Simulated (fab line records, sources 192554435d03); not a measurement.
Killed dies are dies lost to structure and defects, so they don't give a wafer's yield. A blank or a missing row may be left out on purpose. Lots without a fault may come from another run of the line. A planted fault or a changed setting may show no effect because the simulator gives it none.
fab line records | flow n5_finfet
record lots=8 wafers=24 last_day=18
route steps=1938 shown BEOL_M4@1111 BEOL_M10@1514 BEOL_M11@1540 PASSIVATION@1936
lots that met no fault: from a run of the same line without faults
start_h: hours from the record's first day to the start of the lot's first wafer shown | wait_h: hours since the lot's step before | " the same as in the row above | L1.1+2: a row that stands for several wafers | - no value, or no start given | * or withheld: withheld | < > ~ a bound
route shown NAME@n: a module of which the file shows steps, and the number in the route of the first | usual: mean/standard deviation of fault-free wafers | same: alike in all rows | chamber/n: place in a boat | sites: the reading at each site | _std_site: their standard deviation | _edge_site: outer sites' mean less inner sites' | radius_mm: how far each site lies from the wafer's centre | mask NAME#n: copy n | behind: the tool/chamber that last shaped the wafer | hold: why the lot was held/for how many hours/how that ended | device: the transistor (n, p or np) that didn't switch | end of line: the same wafers' tests at the end of the route | a step without rows: its recipe alone | killed: dies lost to structure and defects at the first sort, not the wafer's yield | map: a wafer's dies, x killed, . not, _ none there
set.NAME: the setting as run; set.NAME@STEP: as run at that earlier step | model.NAME: the simulator's own value behind a step, which no gauge read
steps of the route over a sample of lots; a table a step, a row a wafer
services: from which hour (start_h, from the record's first day; less than 0 if before it) a tool's chamber was out of use, for how many hours, and why
## steps
# step N5_BEOL_M4_RC_MEAS_101
# usual DIBL_N=36.9/1.7 DIBL_P=36.7/2.1 IOFF_N=0.17/0.032 IOFF_P=0.22/0.036 ION_N=674/12 ION_P=461/7 SS_N=71.7/0.6 SS_P=73.4/0.67 VT_N=249/3.1 VT_P=-250/3.2
# columns lot.wafer tool chamber start_h wait_h DIBL_N[mV/V] DIBL_P[mV/V] IOFF_N[nA/um] IOFF_P[nA/um] ION_N[uA/um] ION_P[uA/um] SS_N[mV/dec] SS_P[mV/dec] VT_N[mV] VT_P[mV]
L582.3 prober-02 0 192.31 0.3 37.7 37.5 0.18 0.22 674 463 71.6 73.8 250 -249
L582.4 " 0 " " 36.5 35.6 0.16 0.19 666 456 71.3 73.2 250 -252
L582.6 " 0 " " 36.5 36.0 0.16 0.19 676 453 71.7 73.5 250 -252
L587.1 prober-01 0 196.96 0.0 38.8 41.7 0.23 0.27 694 468 72.2 74.3 245 -251
L587.4 " 0 " " 36.9 38.2 0.18 0.21 676 452 71.8 73.9 250 -252
L587.6 " 0 " " 37.5 38.4 0.19 0.21 683 456 71.6 74.3 248 -254
L590.1 prober-01 0 221.92 0.0 34.8 34.7 0.15 0.20 662 461 71.6 72.5 251 -249
L590.2 " 0 " " 34.6 34.8 0.13 0.21 657 454 70.7 71.8 253 -252
L590.5 " 0 " " 35.2 35.8 0.15 0.23 673 464 71.5 72.8 251 -249
L593.1 prober-01 0 240.87 0.0 37.7 38.5 0.19 0.26 688 475 72.3 73.5 248 -245
L593.2 " 0 " " 34.9 36.7 0.14 0.21 677 466 70.8 73.7 253 -249
L593.4 " 0 " " 36.2 37.5 0.16 0.23 677 461 72.2 72.3 248 -246
L597.2 prober-01 0 253.01 0.2 36.7 36.8 0.14 0.19 664 454 71.6 73.0 251 -253
L597.3 " 0 " " 37.6 36.9 0.18 0.19 671 455 72.4 72.8 248 -251
L597.4 " 0 " " 36.9 36.5 0.15 0.18 660 456 71.9 72.7 252 -252
L599.2 prober-02 0 279.27 0.2 36.3 35.0 0.17 0.26 681 470 71.5 72.7 247 -245
L599.5 " 0 " " 34.8 33.8 0.13 0.23 668 469 71.8 72.6 254 -245
L599.6 " 0 " " 37.2 35.8 0.18 0.26 681 471 71.3 73.8 247 -245
L603.1 prober-02 0 295.20 0.0 37.5 38.7 0.20 0.28 681 473 72.4 74.4 244 -247
L603.2 " 0 " " 38.9 40.3 0.23 0.30 696 471 72.0 74.2 245 -243
L603.4 " 0 " " 35.0 35.1 0.14 0.22 660 468 71.2 73.2 251 -249
L604.4 prober-01 0 312.33 0.5 39.1 38.5 0.18 0.23 663 460 71.9 74.1 251 -249
L604.5 " 0 " " 37.7 37.1 0.16 0.22 659 458 72.1 73.7 252 -248
L604.6 " 0 " " 39.5 39.5 0.19 0.26 681 467 72.8 73.8 251 -247
# step N5_BEOL_M10_STRIP_77
# recipe chemistry=N2/H2 time_s=10 power_w=450 temp_c=40 pressure_mtorr=20 rf_frequency_hz=6e+07 bias_power_w=7 n2_flow_sccm=200 h2_flow_sccm=200
# usual drypump_motor_current_A=5.4/0.38 oes_product_au=0.75/0.079 rf_vpp_V=59.0/0.82 showerhead_plenum_p_Torr=2.50/0.094 throttle_valve_pct=23.64/0.28
# columns lot.wafer tool chamber start_h wait_h drypump_motor_current_A oes_product_au rf_hours_counter_h rf_vpp_V showerhead_plenum_p_Torr throttle_valve_pct
L582.3 rie_diel-04 3 - - 5.6 0.68 209 59.0 2.41 23.55
L582.4 " 2 " " 4.8 0.85 57 58.6 2.46 23.31
L582.6 " 0 " " 5.9 0.69 - 58.9 2.41 23.89
L587.1 rie_diel-04 2 - - 4.8 0.86 62 58.8 2.46 23.32
L587.4 " 0 " " 5.9 0.68 218 57.4 2.41 23.88
L587.6 " 0 " " 5.9 0.69 - 58.0 2.41 23.90
L590.1 rie_diel-04 3 - - 5.6 0.68 223 58.3 2.40 23.56
L590.2 " 1 " " 5.3 0.68 242 59.7 2.59 23.72
L590.5 " 1 " " 5.3 0.69 - 59.8 2.59 23.72
L593.1 rie_diel-02 1 - - 4.9 0.82 77 59.2 2.56 23.32
L593.2 " 0 " " 5.7 0.68 243 58.2 2.42 24.16
L593.4 " 2 " " 5.9 0.68 243 59.3 2.62 23.74
L597.2 rie_diel-04 0 - - 5.9 0.67 237 58.7 2.40 23.91
L597.3 " 3 " " 5.6 0.67 237 58.1 2.40 23.59
L597.4 " 2 " " 4.8 0.82 - 59.6 2.45 23.35
L599.2 rie_diel-05 0 - - 4.9 0.75 126 59.5 2.55 23.22
L599.5 " 2 " " 5.9 0.68 - 58.5 2.61 23.73
L599.6 " 3 " " 5.7 0.81 - 59.7 2.68 23.61
L603.1 rie_diel-02 0 - - 5.6 0.66 263 58.6 2.41 24.18
L603.2 " 1 " " 5.0 0.79 97 58.9 2.56 23.35
L603.4 " 3 " " 5.4 0.82 - 59.5 2.54 23.41
L604.4 rie_diel-04 0 - - 5.9 0.95 - 60.1 2.71 23.36
L604.5 " 2 " " 4.8 0.80 - 59.7 2.44 23.40
L604.6 " 1 " " 5.3 0.91 - 60.0 2.58 23.58
# step N5_BEOL_M10_PRE_CLEAN_45
# recipe gas=H2/He time_s=30 temp_c=250
# usual heater_power_w=349/65
# columns lot.wafer tool chamber start_h wait_h heater_power_w
L582.3 pvd_sputter-03 - 237.53 0.0 463
L582.4 " - " " 304
L582.6 " - " " 479
L587.1 pvd_sputter-03 - 248.97 0.0 271
L587.4 " - " " 318
L587.6 " - " " 312
L590.1 pvd_sputter-02 - 271.04 0.0 408
L590.2 " - " " 423
L590.5 " - " " 278
L593.1 pvd_sputter-03 - 303.98 0.0 275
L593.2 " - " " 470
L593.4 " - " " 307
L597.2 pvd_sputter-03 - 304.06 0.0 278
L597.3 " - " " 466
L597.4 " - " " 332
L599.2 pvd_sputter-01 - 330.29 0.0 336
L599.5 " - " " 337
L599.6 " - " " 285
L603.1 pvd_sputter-03 - 345.67 0.0 277
L603.2 " - " " 334
L603.4 " - " " 302
L604.4 pvd_sputter-03 - 372.03 0.0 334
L604.5 " - " " 339
L604.6 " - " " 279
# step N5_BEOL_M10_CMP_52
# recipe stop_on=SiCOH_lowk t_overpolish_s=7 down_force_psi=1 platen_rpm=50 clearing_platen_down_force_psi=1.5 clearing_platen_rpm=50 post_cmp_clean=cu_alkaline target_thk_nm=140 clearing_platen_pad_velocity_m_s=0.99484 pad_velocity_m_s=0.99484
# usual barrier_field_endpoint_s=28.8/0.76 clearing_platen_down_force_psi=1.500/0.0032 motor_current_A=6.3/0.71 overpolish_run_s=7.000/0.0087 retaining_ring_pressure_frac=1.000/0.0052 slurry_filter_dp_kPa=13.49/0.12 time_to_endpoint_s=66/4
# columns lot.wafer tool chamber start_h wait_h barrier_field_endpoint_s clearing_platen_down_force_psi motor_current_A overpolish_run_s retaining_ring_pressure_frac slurry_filter_dp_kPa time_to_endpoint_s
L582.3 cmp-01 3 238.81 0.2 29.2 1.501 6.5 7.013 0.990 13.42 70
L582.4 " 2 " " 28.9 1.498 5.9 7.006 1.000 13.45 65
L582.6 " 0 " " 28.8 1.503 5.2 7.009 0.999 13.59 63
L587.1 cmp-02 1 251.89 0.3 27.0 1.500 5.8 7.006 1.005 13.61 59
L587.4 " 3 " " 28.0 1.501 7.0 7.003 0.997 13.52 61
L587.6 " 2 " " 28.6 1.496 6.1 6.996 0.997 13.27 63
L590.2 cmp-03 1 272.30 0.2 28.3 1.502 6.8 6.996 1.001 13.29 64
L590.1 " 2 " " 30.1 1.505 7.5 6.991 1.002 13.42 72
L590.5 " 1 " " 28.9 1.496 6.7 6.995 0.996 13.54 66
L593.1 cmp-01 3 305.70 0.3 - - - - - - -
L593.2 " 0 " " - - - - - - -
L593.4 " 1 " " - - - - - - -
L597.3 cmp-02 2 305.75 0.2 - - - - - - -
L597.2 " 3 " " - - - - - - -
L597.4 " 0 " " - - - - - - -
L599.2 cmp-01 0 331.85 0.3 27.6 1.494 5.0 6.989 1.007 13.46 63
L599.5 " 1 " " 28.3 1.497 5.8 6.997 1.000 13.51 68
L599.6 " 2 " " 28.1 1.502 5.5 6.993 0.992 13.68 63
L603.2 cmp-03 1 348.77 0.2 28.3 1.500 6.6 7.009 1.000 13.75 66
L603.4 " 2 " " 29.5 1.499 7.3 7.010 0.997 13.48 74
L603.1 " 3 " " 28.9 1.500 7.0 6.981 1.005 13.44 66
L604.4 cmp-03 0 373.67 0.2 29.0 1.498 5.5 6.990 1.003 13.50 65
L604.6 " 1 " " 28.2 1.501 6.8 7.002 0.995 13.61 63
L604.5 " 2 " " 29.2 1.501 7.6 6.992 0.995 13.30 67
# step N5_BEOL_M10_THK_MEAS_53
# recipe thk_meas_gauge=xrf reads=Cu_of_BEOL_M10_ECD_50
# usual M10_THK=136.2/2.3
# columns lot.wafer tool chamber start_h wait_h M10_THK[nm]
L582.3 film_metro-01 - 239.10 - 140.7
L582.4 " - " " 140.4
L582.6 " - " " 138.2
L587.1 film_metro-02 - 252.18 - 136.2
L587.4 " - " " 133.8
L587.6 " - " " 135.0
L590.1 film_metro-02 - 272.60 - 134.2
L590.2 " - " " 135.2
L590.5 " - " " 135.1
L593.1 film_metro-02 - 305.99 0.3 312.4
L593.2 " - " " 310.4
L593.4 " - " " 311.5
L597.2 film_metro-01 - 306.01 0.2 315.2
L597.3 " - " " 310.4
L597.4 " - " " 313.8
L599.2 film_metro-01 - 332.03 - 135.9
L599.5 " - " " 139.2
L599.6 " - " " 134.5
L603.1 film_metro-02 - 349.07 - 134.5
L603.2 " - " " 137.4
L603.4 " - " " 139.6
L604.4 film_metro-02 - 373.85 - 139.9
L604.5 " - " " 138.4
L604.6 " - " " 140.5
# step N5_BEOL_M10_RS_MEAS_57
# recipe thk_meas_gauge=four-point-probe reads=Cu_of_BEOL_M10_ECD_50+Co_of_BEOL_M10_CVD_75+TaN_of_BEOL_M10_ALD_74
# usual M10_RS=0.1531/0.0027
# columns lot.wafer tool chamber start_h wait_h M10_RS[ohm/sq]
L582.3 film_metro-02 - 239.24 0.1 0.1490
L582.4 " - " " 0.1494
L582.6 " - " " 0.1519
L587.1 film_metro-02 - 252.32 0.1 0.1537
L587.4 " - " " 0.1569
L587.6 " - " " 0.1541
L590.1 film_metro-02 - 272.73 0.1 0.1530
L590.2 " - " " 0.1525
L590.5 " - " " 0.1516
L593.1 film_metro-02 - 306.13 0.1 0.0604
L593.2 " - " " 0.0604
L593.4 " - " " 0.0599
L597.2 film_metro-01 - 306.14 0.1 0.0607
L597.3 " - " " 0.0614
L597.4 " - " " 0.0605
L599.2 film_metro-01 - 332.16 0.1 0.1539
L599.5 " - " " 0.1496
L599.6 " - " " 0.1560
L603.1 film_metro-02 - 349.20 0.1 0.1549
L603.2 " - " " 0.1506
L603.4 " - " " 0.1487
L604.4 film_metro-02 - 373.99 0.0 0.1485
L604.5 " - " " 0.1498
L604.6 " - " " 0.1474
# step N5_BEOL_M10_INSPECT_58
# recipe inspect_instrument=darkfield mode=post_dep
# usual raw_defect_count=73/22
# columns lot.wafer tool chamber start_h wait_h raw_defect_count
L582.3 defect_inspect-01 - 239.26 0.0 83
L582.4 " - " " 52
L582.6 " - " " 55
L587.1 defect_inspect-01 - 252.35 0.0 100
L587.4 " - " " 140
L587.6 " - " " 111
L590.1 defect_inspect-01 - 272.76 0.0 96
L590.2 " - " " 109
L590.5 " - " " 78
L593.1 defect_inspect-01 - 306.15 0.0 2376
L593.2 " - " " 2354
L593.4 " - " " 2357
L597.2 defect_inspect-02 - 306.17 0.0 2281
L597.3 " - " " 2253
L597.4 " - " " 2397
L599.2 defect_inspect-01 - 332.19 0.0 74
L599.5 " - " " 76
L599.6 " - " " 82
L603.1 defect_inspect-01 - 349.23 0.0 69
L603.2 " - " " 70
L603.4 " - " " 54
L604.4 defect_inspect-01 - 374.01 0.0 89
L604.5 " - " " 88
L604.6 " - " " 104
# step N5_BEOL_M11_HM_DEP_02
# recipe material=TiN target_thk_a=200 temp_c=25 chamber_pressure_pa=0.49996
# usual throttle_valve_pct=29.8/1.1
# columns lot.wafer tool chamber start_h wait_h throttle_valve_pct
L582.3 pvd_sputter-03 - 240.89 0.9 29.2
L582.4 " - " " 27.8
L582.6 " - " " 28.1
L587.1 pvd_sputter-03 - 253.69 0.6 29.9
L587.4 " - " " 31.2
L587.6 " - " " 31.1
L590.1 pvd_sputter-01 - 274.30 0.9 30.2
L590.2 " - " " 28.4
L590.5 " - " " 28.6
L599.2 pvd_sputter-01 - 334.61 1.3 30.3
L599.5 " - " " 30.2
L599.6 " - " " 29.0
L603.1 pvd_sputter-03 - 352.43 2.0 29.3
L603.2 " - " " 30.0
L603.4 " - " " 27.9
L604.4 pvd_sputter-02 - 375.34 0.1 28.9
L604.5 " - " " 30.5
L604.6 " - " " 30.2
# step N5_PASSIVATION_PROBE_49
# usual defect_limited_yield=91.7/1.5 killed_at_M0_to_M3=32/9.6 killed_at_M4_up=13/5.3 killed_at_contacts=12/6.8 killed_at_front_end=36/9.8 killed_at_other=4/3.1 killed_dies=98/17 killed_on_rim=13/4 killed_open=65/13 killed_short=32/8.5 sort_bin_5_function=4.9/0.93 sort_bin_6_memory=3.2/0.67 sort_n_pass=1082/17 sort_yield_pct=91.7/1.4
# same gross_dies=1180 killed_at_back_side=0 sort_bin_4_leakage[%]=0 sort_bin_8_speed[%]=0
# columns lot.wafer tool chamber start_h wait_h defect_limited_yield[%] killed_at_M0_to_M3 killed_at_M4_up killed_at_contacts killed_at_front_end killed_at_other killed_dies killed_on_rim killed_open killed_short sort_bin_5_function[%] sort_bin_6_memory[%] sort_n_pass sort_yield_pct[%]
L593.1 prober-02 - 361.30 1.2 0 38 1084 11 44 3 1180 152 75 32 5.8 3.4 0 0
L593.2 prober-02 - 361.35 1.3 0 26 1098 9 45 2 1180 152 60 30 4.2 3.3 0 0
L593.4 prober-02 - 361.45 1.4 0 27 1085 21 45 2 1180 152 68 34 5.3 3.2 0 0
L597.2 prober-01 - 362.13 0.1 0 33 1099 21 25 2 1180 152 61 34 4.3 3.6 0 0
L597.3 prober-01 - 362.18 0.1 0 29 1106 22 22 1 1180 152 58 30 4.1 3.5 0 0
L597.4 prober-01 - 362.23 0.2 0 21 1110 16 31 2 1180 152 67 13 4.1 2.5 0 0
# killed by level:class
L593.1 BEOL_M10:area_cmp=1071 STI_FIN_REVEAL:geometric_particle:open=11 MOL_CONTACT_COAG:geometric_particle:open=11 BEOL_M0_SAQP:geometric_particle:open=8 BEOL_M1:geometric_particle:open=8 FIN_SAQP:geometric_particle:open=7 FIN_SAQP:geometric_particle:short=6 BEOL_M2:geometric_particle:open=6
L593.2 BEOL_M10:area_cmp=1090 STI_FIN_REVEAL:geometric_particle:open=12 FIN_SAQP:geometric_particle:open=9 FIN_SAQP:geometric_particle:short=8 BEOL_M0_SAQP:geometric_particle:open=8 MOL_CONTACT_COAG:geometric_particle:open=7 BEOL_M0_SAQP:geometric_particle:short=7 BEOL_M3:geometric_particle:open=5
L593.4 BEOL_M10:area_cmp=1078 MOL_CONTACT_COAG:geometric_particle:open=19 STI_FIN_REVEAL:geometric_particle:open=17 BEOL_M0_SAQP:geometric_particle:short=7 BEOL_M1:geometric_particle:open=6 GATE_CUT:geometric_particle:short=5 FIN_SAQP:geometric_particle:short=4 GATE_CUT:geometric_particle:open=4
L597.2 BEOL_M10:area_cmp=1083 MOL_CONTACT_COAG:geometric_particle:open=13 BEOL_M0_SAQP:geometric_particle:short=10 BEOL_M4:geometric_particle:open=9 MOL_CONTACT_COAG:geometric_particle:short=8 BEOL_M0_SAQP:geometric_particle:open=8 BEOL_M3:geometric_particle:open=7 STI_FIN_REVEAL:geometric_particle:open=5
L597.3 BEOL_M10:area_cmp=1091 MOL_CONTACT_COAG:geometric_particle:open=18 BEOL_M0_SAQP:geometric_particle:short=8 BEOL_M0_SAQP:geometric_particle:open=7 STI_FIN_REVEAL:geometric_particle:open=5 BEOL_M3:geometric_particle:open=5 MOL_CONTACT_COAG:geometric_particle:short=4 FIN_SAQP:geometric_particle:short=3
L597.4 BEOL_M10:area_cmp=1100 MOL_CONTACT_COAG:geometric_particle:open=13 BEOL_M3:geometric_particle:open=13 FIN_SAQP:geometric_particle:open=10 BEOL_M4:geometric_particle:open=6 DUMMY_GATE:geometric_particle:open=5 STI_FIN_REVEAL:geometric_particle:open=4 FIN_SAQP:geometric_particle:short=3
## services
# columns tool chamber start_h hours kind
rie_diel-05 0 213.96 11.5 repair
cmp-03 - 226.34 4.0 pm
cmp-02 - 226.72 6.0 repair
rie_diel-05 - 227.23 15.6 pm
rie_diel-05 1 253.43 2.5 repair
cmp-01 - 258.90 4.0 pm
cmp-03 - 262.06 3.9 pm
cmp-01 - 272.01 6.9 pm
rie_diel-02 - 273.16 0.6 repair
rie_diel-05 - 278.82 0.5 repair
rie_diel-05 2 282.21 3.3 repair
rie_diel-04 1 289.29 - clean
rie_diel-04 1 289.29 - consumable_replace:focus_ring
rie_diel-04 1 289.29 17.8 scheduled_down
cmp-02 - 298.56 4.0 pm
rie_diel-02 3 310.74 16.3 repair
cmp-01 - 321.72 7.3 repair
rie_diel-04 0 330.12 3.0 repair
rie_diel-05 2 333.81 16.7 repair
cmp-01 - 338.52 4.8 pm
rie_diel-04 3 346.95 4.0 repair
cmp-03 - 347.41 1.0 repair
rie_diel-05 - 364.22 2.8 pm
cmp-02 - 368.75 5.8 pm
## key
first_sign step=N5_BEOL_M10_CMP_52 reading=tool_record direction=missing
effect step=N5_BEOL_M10_THK_MEAS_53 reading=M10_THK direction=up sigmas=77 usual=136.2 struck=312.3
effect step=N5_BEOL_M10_RS_MEAS_57 reading=M10_RS direction=down sigmas=35 usual=0.1531 struck=0.0605
effect step=N5_BEOL_M10_INSPECT_58 reading=raw_defect_count direction=up sigmas=99+ usual=73 struck=2336
effect step=N5_PASSIVATION_PROBE_49 reading=killed_at_M4_up direction=up sigmas=99+ usual=13 struck=1097
more_kills_born_at N5_BEOL_M10_CMP_52@cmp-02=3274 N5_BEOL_M10_CMP_52@cmp-01=3239
met_at N5_BEOL_M10_CMP_52
struck_lots L593,L597
later_rows_left_out L593.1,L593.2,L593.4,L597.2,L597.3,L597.4
not_acting_at N5_BEOL_M10_STRIP_77,N5_BEOL_M10_PRE_CLEAN_45,N5_BEOL_M11_HM_DEP_02
onset_between 251.89 305.70
fault kind=skipped_step_whole tool=cmp-01,cmp-02 chamber=- onset_h=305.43 steps=N5_BEOL_M10_CMP_52 scope=struck_lots_only
# later_rows_left_out: the simulator's readings of these wafers behind a module that went badly wrong aren't trusted and aren't shown, but for the sort
